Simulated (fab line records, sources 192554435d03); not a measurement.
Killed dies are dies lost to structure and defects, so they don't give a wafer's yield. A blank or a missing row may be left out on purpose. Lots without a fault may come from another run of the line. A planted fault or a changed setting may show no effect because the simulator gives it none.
Problem report in the 8D (eight disciplines) form, filled by code | flow n5_finfet | the parts of the form that need people (team, actions taken, sign-off) are left out

1. THE PROBLEM
spin_speed_rpm at N5_BEOL_M9_COAT_22 reads a mean of 1465.2 rpm on 6 wafers of 2 lots; wafers without a fault read 1500.1 rpm with a standard deviation of 0.95. That is -37 standard deviations from the usual mean.
The step: resist thk 30 nm.
First seen on wafer L150.2, day 15 04:00, on litho_track-03. The record holds 35 wafers of 12 lots with a number at this step. Rule for "out", or "out of limits": more than 4 standard deviations from the usual mean. The other wafers with a number count as sound.

2. WHAT IT IS AND WHAT IT IS NOT
question                    | is                     | is not
which readings at this step | spin_speed_rpm         | dispense_pressure_kPa
which lots                  | L150, L151             | L128, L129, L130, L133, L134, L135, L137, L138, L139, L147
which wafers of those lots  | all that have a number | -
read on which tools         | litho_track-03         | litho_track-01, litho_track-04
when                        | from day 15 04:00      | up to then (29 sound wafers)

3. SUSPECTS, AND WHAT RULES EACH OUT
Counting: a tool at a process step up to the reading stays a suspect if it ran every lot that is out and no sound lot after the first of them.
- rie_diel-01 at N5_BEOL_M9_STRIP_19 (strips in O2): kept. It ran every lot that is out, first L150 (day 15 03:34), and no sound lot after that; its last sound lot up to then is L139 (day 12 10:13).
- litho_track-03 at N5_BEOL_M9_COAT_22 (resist thk 30 nm): kept. It ran every lot that is out, first L150 (day 15 04:00), and no sound lot after that; its last sound lot up to then is L147 (day 14 11:32). Its own readings are out on those wafers: spin_speed_rpm.
Left after counting: rie_diel-01 at N5_BEOL_M9_STRIP_19, litho_track-03 at N5_BEOL_M9_COAT_22.

4. THE CAUSE (what the simulator had put in)
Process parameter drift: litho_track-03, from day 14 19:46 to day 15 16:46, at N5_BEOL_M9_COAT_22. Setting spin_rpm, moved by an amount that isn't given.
Counting left 2 suspects, and this tool is among them.

5. THE CHAIN OF EFFECTS, in route order
Each row: a reading whose mean over the struck wafers that have a number lies more than 3 standard deviations from the usual. Only readings for which the record gives a usual standard deviation are gone through. hours: the time from each lot's start at the first step in this table that gives one to its start at this step, as a median over the lots. sigmas: the change in usual standard deviations.
hours | step               | reading        | usual      | on struck wafers | change | sigmas
0     | N5_BEOL_M9_COAT_22 | spin_speed_rpm | 1500.1 rpm | 1465.2           | -34.9  | -37
The process steps in it:
- N5_BEOL_M9_COAT_22: resist thk 30 nm.
Later measuring or inspecting steps at which every struck wafer that the step has a row for has a number for every such reading, and none has moved that far: N5_BEOL_M9_INSPECT_30.

6. WHAT WOULD HAVE CAUGHT IT SOONER
In this record the first reading out of limits was taken at day 15 04:00, 8 hours after the fault began at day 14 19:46.
